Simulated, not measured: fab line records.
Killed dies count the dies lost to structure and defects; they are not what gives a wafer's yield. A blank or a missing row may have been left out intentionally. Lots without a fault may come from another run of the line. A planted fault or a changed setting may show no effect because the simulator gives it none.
Chamber matching :: flow nand_harc :: 3 sister chambers for NHARC_A_SLIT_DEP_25 on pecvd-02
The step deposits SiO2, target thk 200 nm. 3 wafers are shown with their chamber, then 7 later ones without.

## WAFERS PAIRED WITH THEIR CHAMBERS
wafer: L085.4
chamber: 2
showerhead_vpp_V (V): 1680

wafer: L086.2
chamber: 1
showerhead_vpp_V (V): 1758

wafer: L086.5
chamber: 0
showerhead_vpp_V (V): 1951

## WAFERS WHOSE CHAMBER IS MISSING
wafer: L086.6
showerhead_vpp_V (V): 1693

wafer: L084.1
showerhead_vpp_V (V): 1960

wafer: L084.4
showerhead_vpp_V (V): 1945

wafer: L084.6
showerhead_vpp_V (V): 1684

wafer: L094.2
showerhead_vpp_V (V): 1713

wafer: L094.3
showerhead_vpp_V (V): 1680

wafer: L094.4
showerhead_vpp_V (V): 1745

## CHAMBER TAKEN BY EACH
wafer: L086.6
from the rows above: 2
in truth: 2

wafer: L084.1
from the rows above: 0
in truth: 0

wafer: L084.4
from the rows above: 0
in truth: 0

wafer: L084.6
from the rows above: 2
in truth: 2

wafer: L094.2
from the rows above: can't be placed: 2 or 1
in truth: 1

wafer: L094.3
from the rows above: 2
in truth: 2

wafer: L094.4
from the rows above: 1
in truth: 1
Correct placement for 6 of the 7. These rows do not allow placing 1 (true chamber among the candidates in 1). 0 placed wrongly.
How it was worked out, from the rows above alone: a wafer's distance from a chamber is the root of the sum, over the readings, of the square of ((its reading less the chamber's mean) divided by the reading's scatter). The wafer belongs to the nearest chamber; if the next one is less than 2 further off, it can't be placed. For every chamber, the mean is computed from those of its wafers that are shown. The scatter: with one shown wafer a chamber, the root of the mean of the squares of how far each hidden wafer lies from its nearest shown one.
